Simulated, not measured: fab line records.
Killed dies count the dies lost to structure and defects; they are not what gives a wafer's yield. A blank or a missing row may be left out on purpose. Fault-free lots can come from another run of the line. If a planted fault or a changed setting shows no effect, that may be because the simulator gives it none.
Chamber matching || flow n5_finfet || rie_diel-05 running N5_BEOL_M7_STRIP_36: 4 sister chambers
The step strips in N2/H2. 14 wafers are shown with their chamber, then 7 later ones without.

== WAFERS WITH THEIR CHAMBER ==
{"wafer": "L075.2", "chamber": 2, "showerhead_plenum_p_Torr (Torr)": 2.39, "oes_product_au (a.u.)": 0.69, "drypump_motor_current_A (A)": 6.2}
{"wafer": "L075.5", "chamber": 3, "showerhead_plenum_p_Torr (Torr)": 2.63, "oes_product_au (a.u.)": 0.68, "drypump_motor_current_A (A)": 6.1}
{"wafer": "L075.6", "chamber": 2, "showerhead_plenum_p_Torr (Torr)": 2.39, "oes_product_au (a.u.)": 0.69, "drypump_motor_current_A (A)": 6.2}
{"wafer": "L076.3", "chamber": 3, "showerhead_plenum_p_Torr (Torr)": 2.63, "oes_product_au (a.u.)": 0.68, "drypump_motor_current_A (A)": 6.2}
{"wafer": "L076.4", "chamber": 2, "showerhead_plenum_p_Torr (Torr)": 2.39, "oes_product_au (a.u.)": 0.69, "drypump_motor_current_A (A)": 6.2}
{"wafer": "L076.5", "chamber": 3, "showerhead_plenum_p_Torr (Torr)": 2.63, "oes_product_au (a.u.)": 0.68, "drypump_motor_current_A (A)": 6.2}
{"wafer": "L079.1", "chamber": 2, "showerhead_plenum_p_Torr (Torr)": 2.38, "oes_product_au (a.u.)": 0.67, "drypump_motor_current_A (A)": 6.2}
{"wafer": "L079.3", "chamber": 0, "showerhead_plenum_p_Torr (Torr)": 2.72, "oes_product_au (a.u.)": 0.94, "drypump_motor_current_A (A)": 6.4}
{"wafer": "L079.4", "chamber": 1, "showerhead_plenum_p_Torr (Torr)": 2.52, "oes_product_au (a.u.)": 0.72, "drypump_motor_current_A (A)": 6.0}
{"wafer": "L081.2", "chamber": 1, "showerhead_plenum_p_Torr (Torr)": 2.52, "oes_product_au (a.u.)": 0.74, "drypump_motor_current_A (A)": 6.1}
{"wafer": "L081.5", "chamber": 1, "showerhead_plenum_p_Torr (Torr)": 2.52, "oes_product_au (a.u.)": 0.74, "drypump_motor_current_A (A)": 6.0}
{"wafer": "L081.6", "chamber": 2, "showerhead_plenum_p_Torr (Torr)": 2.38, "oes_product_au (a.u.)": 0.68, "drypump_motor_current_A (A)": 6.2}
{"wafer": "L082.1", "chamber": 2, "showerhead_plenum_p_Torr (Torr)": 2.38, "oes_product_au (a.u.)": 0.68, "drypump_motor_current_A (A)": 6.2}
{"wafer": "L082.4", "chamber": 2, "showerhead_plenum_p_Torr (Torr)": 2.38, "oes_product_au (a.u.)": 0.67, "drypump_motor_current_A (A)": 6.2}

SIGNATURES (means of the wafers above)
{"reading": "showerhead_plenum_p_Torr", "chamber 0": 2.7200, "chamber 1": 2.5200, "chamber 2": 2.3843, "chamber 3": 2.6300, "scatter within a chamber": 0.00414}
{"reading": "oes_product_au", "chamber 0": 0.9400, "chamber 1": 0.7333, "chamber 2": 0.6814, "chamber 3": 0.6800, "scatter within a chamber": 0.00867}
{"reading": "drypump_motor_current_A", "chamber 0": 6.400, "chamber 1": 6.033, "chamber 2": 6.200, "chamber 3": 6.167, "scatter within a chamber": 0.0365}
Rule: for each reading, subtract the chamber's mean from the wafer's reading, divide by that reading's scatter and square the result; add these up over the readings and take the root, which gives the wafer's distance from the chamber. The wafer belongs to the nearest chamber; if the next one is less than 2 further off, it can't be placed. The scatter: the root of (the sum of the squares of (reading less its chamber's mean) over the shown wafers, divided by (wafers less chambers)).

== WAFERS WITHOUT THEIR CHAMBER ==
{"wafer": "L082.5", "showerhead_plenum_p_Torr (Torr)": 2.72, "oes_product_au (a.u.)": 0.93, "drypump_motor_current_A (A)": 6.5}
{"wafer": "L086.1", "showerhead_plenum_p_Torr (Torr)": 2.62, "oes_product_au (a.u.)": 0.67, "drypump_motor_current_A (A)": 6.1}
{"wafer": "L086.2", "showerhead_plenum_p_Torr (Torr)": 2.52, "oes_product_au (a.u.)": 0.73, "drypump_motor_current_A (A)": 6.1}
{"wafer": "L086.4", "showerhead_plenum_p_Torr (Torr)": 2.72, "oes_product_au (a.u.)": 0.90, "drypump_motor_current_A (A)": 6.4}
{"wafer": "L092.2", "showerhead_plenum_p_Torr (Torr)": 2.70, "oes_product_au (a.u.)": 0.95, "drypump_motor_current_A (A)": 6.2}
{"wafer": "L092.3", "showerhead_plenum_p_Torr (Torr)": 2.51, "oes_product_au (a.u.)": 0.70, "drypump_motor_current_A (A)": 6.0}
{"wafer": "L092.4", "showerhead_plenum_p_Torr (Torr)": 2.71, "oes_product_au (a.u.)": 0.87, "drypump_motor_current_A (A)": 6.4}

== WHICH CHAMBER EACH WENT THROUGH ==
{"wafer": "L082.5", "from the rows above": 0, "in truth": 0}
{"wafer": "L086.1", "from the rows above": 3, "in truth": 3}
{"wafer": "L086.2", "from the rows above": 1, "in truth": 1}
{"wafer": "L086.4", "from the rows above": 0, "in truth": 0}
{"wafer": "L092.2", "from the rows above": 0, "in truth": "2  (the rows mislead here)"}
{"wafer": "L092.3", "from the rows above": 1, "in truth": 1}
{"wafer": "L092.4", "from the rows above": 0, "in truth": 0}
Placed correctly: 6 of 7. Number that these rows cannot place: 0. 1 placed wrongly.
